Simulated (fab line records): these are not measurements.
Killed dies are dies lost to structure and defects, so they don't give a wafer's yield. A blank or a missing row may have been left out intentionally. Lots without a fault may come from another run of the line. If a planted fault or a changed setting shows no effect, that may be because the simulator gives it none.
Chamber matching || flow n5-finfet || 4 sister chambers for N5_MOL_CONTACT_COAG_DESCUM_88 on rie-diel-01
The step chemistry O2, time 7 s. 8 wafers are shown with their chamber, then 7 later ones without.

EACH WAFER AND ITS CHAMBER
{"wafer": "L076.4", "chamber": 0, "showerhead-plenum-p-Torr (Torr)": 2.15, "throttle-valve-pct (%)": 20.62}
{"wafer": "L076.5", "chamber": 3, "showerhead-plenum-p-Torr (Torr)": 2.22, "throttle-valve-pct (%)": 20.82}
{"wafer": "L076.6", "chamber": 2, "showerhead-plenum-p-Torr (Torr)": 2.24, "throttle-valve-pct (%)": 19.99}
{"wafer": "L078.1", "chamber": 1, "showerhead-plenum-p-Torr (Torr)": 2.03, "throttle-valve-pct (%)": 20.65}
{"wafer": "L078.4", "chamber": 3, "showerhead-plenum-p-Torr (Torr)": 2.22, "throttle-valve-pct (%)": 20.82}
{"wafer": "L078.6", "chamber": 0, "showerhead-plenum-p-Torr (Torr)": 2.15, "throttle-valve-pct (%)": 20.63}
{"wafer": "L079.4", "chamber": 2, "showerhead-plenum-p-Torr (Torr)": 2.24, "throttle-valve-pct (%)": 20.01}
{"wafer": "L079.5", "chamber": 1, "showerhead-plenum-p-Torr (Torr)": 2.02, "throttle-valve-pct (%)": 20.66}

WAFERS MISSING THEIR CHAMBER
{"wafer": "L079.6", "showerhead-plenum-p-Torr (Torr)": 2.22, "throttle-valve-pct (%)": 20.85}
{"wafer": "L088.1", "showerhead-plenum-p-Torr (Torr)": 2.14, "throttle-valve-pct (%)": 20.20}
{"wafer": "L088.2", "showerhead-plenum-p-Torr (Torr)": 2.21, "throttle-valve-pct (%)": 20.88}
{"wafer": "L088.3", "showerhead-plenum-p-Torr (Torr)": 2.23, "throttle-valve-pct (%)": 20.05}
{"wafer": "L093.1", "showerhead-plenum-p-Torr (Torr)": 2.01, "throttle-valve-pct (%)": 20.70}
{"wafer": "L093.4", "showerhead-plenum-p-Torr (Torr)": 2.23, "throttle-valve-pct (%)": 20.06}
{"wafer": "L093.6", "showerhead-plenum-p-Torr (Torr)": 2.23, "throttle-valve-pct (%)": 20.05}

EACH ONE'S CHAMBER
{"wafer": "L079.6", "from the rows above": 3, "in truth": 3}
{"wafer": "L088.1", "from the rows above": 2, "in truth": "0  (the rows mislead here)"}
{"wafer": "L088.2", "from the rows above": 3, "in truth": 3}
{"wafer": "L088.3", "from the rows above": 2, "in truth": 2}
{"wafer": "L093.1", "from the rows above": 1, "in truth": 1}
{"wafer": "L093.4", "from the rows above": 2, "in truth": 2}
{"wafer": "L093.6", "from the rows above": 2, "in truth": 2}
6 of 7 placed correctly. Can't be placed from these rows: 0. Number placed wrongly: 1.
How it was worked out, from the rows above alone: a wafer's distance from a chamber is the root of the sum, over the readings, of the square of ((its reading less the chamber's mean) divided by the reading's scatter). The wafer belongs to the nearest chamber; if the next one is less than 2 further off, it can't be placed. Each chamber's mean is taken over the wafers shown for it. How the scatter is found: for the shown wafers, subtract from each reading the mean of its chamber, square and add these, divide the total by (wafers less chambers), then take the root.
